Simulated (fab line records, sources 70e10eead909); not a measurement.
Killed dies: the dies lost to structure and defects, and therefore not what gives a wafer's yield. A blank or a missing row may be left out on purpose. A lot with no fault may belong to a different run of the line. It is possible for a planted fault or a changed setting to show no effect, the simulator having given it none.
One fault seen from 2 desks || flow nand_harc || only its own numbers are on each desk; what lay behind them is given at the end

== DESK OF THE TOOL OWNER: rie_metal-01 ==
The tool's own readings at NHARC_THIN_TSV_ETCH_36 (etches the open film in Cl2/BCl3, target depth 65 nm, time 18.571 s): means of the sampled wafers that have a number, for each lot that ran on this tool. Any lot whose mean is over 4 standard deviations away from the usual mean is out of limits and marked OUT; that distance is given in the brackets.
Columns: A = drypump_motor_current_A at NHARC_THIN_TSV_ETCH_36, usual 6.0 A; B = oes_product_au at NHARC_THIN_TSV_ETCH_36, usual 0.997 a.u.; C = run_length_s at NHARC_THIN_TSV_ETCH_36, usual 40.0 s
{"lot": "L938", "first seen here": "day 25 12:07", "A": 6.6, "B": 0.991, "C": 39.8}
{"lot": "L942", "first seen here": "day 26 20:29", "A": 6.5, "B": 0.990, "C": 39.7}
{"lot": "L945", "first seen here": "day 28 10:08", "A": 6.5, "B": 0.987, "C": 39.8}
{"lot": "L944", "first seen here": "day 28 23:01", "A": 6.6, "B": 0.991, "C": 39.9}
{"lot": "L947", "first seen here": "day 30 00:10", "A": 6.5, "B": 0.998, "C": 39.9}
{"lot": "L948", "first seen here": "day 30 04:26", "A": 6.5, "B": 1.007, "C": "37.3 (-6.4) OUT"}
{"lot": "L952", "first seen here": "day 31 16:14", "A": 6.5, "B": 1.006, "C": "37.6 (-5.7) OUT"}
This desk finds L948, L952 out of limits, L948 being first, at day 30 04:26 (run_length_s at NHARC_THIN_TSV_ETCH_36). L938, L942, L945, L944, L947: within limits.

== METROLOGY DESK ==
What the gauges read, lot by lot, whatever tool the lot ran on: means of the sampled wafers that have a number. Any lot whose mean is over 4 standard deviations away from the usual mean is out of limits and marked OUT; that distance is given in the brackets.
Columns: A = cd_nm at NHARC_THIN_TSV_CD_MEAS_33, usual 5001.0 nm
{"lot": "L935", "first seen here": "day 24 00:17", "A": 5002.5}
{"lot": "L937", "first seen here": "day 25 10:12", "A": 5001.6}
{"lot": "L938", "first seen here": "day 25 11:34", "A": 5000.3}
{"lot": "L942", "first seen here": "day 26 19:57", "A": 4999.4}
{"lot": "L945", "first seen here": "day 28 09:35", "A": 4997.7}
{"lot": "L944", "first seen here": "day 28 22:28", "A": 4999.8}
{"lot": "L946", "first seen here": "day 28 23:12", "A": 5001.7}
{"lot": "L947", "first seen here": "day 29 23:35", "A": 5004.3}
{"lot": "L948", "first seen here": "day 30 03:53", "A": 5002.6}
{"lot": "L949", "first seen here": "day 30 08:10", "A": 5000.4}
{"lot": "L952", "first seen here": "day 31 15:41", "A": 4999.9}
{"lot": "L954", "first seen here": "day 32 08:19", "A": 4998.6}
{"lot": "L957", "first seen here": "day 32 23:51", "A": 5002.2}
{"lot": "L958", "first seen here": "day 33 13:11", "A": 5001.6}
Finding of this desk: none of the 14 lots has anything out of limits.

== TAKEN TOGETHER ==
On L948, L952, at day 30 04:26, an alarm was possible from the tool owner's desk.
At the metrology desk, nothing out of limits was observed.
The metrology desk has L948, L952 on record, within its limits.
The lots listed all ran NHARC_THIN_TSV_ETCH_36 on rie_metal-01.

== WHAT HAD BEEN PUT IN BY THE SIMULATOR ==
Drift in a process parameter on rie_metal-01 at NHARC_THIN_TSV_ETCH_36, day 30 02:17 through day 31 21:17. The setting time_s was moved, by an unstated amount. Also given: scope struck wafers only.
Struck lots among those shown: L948, L952.
Time in hours from fault onset to the first out-of-limits reading at each desk: the tool owner's desk, 2.
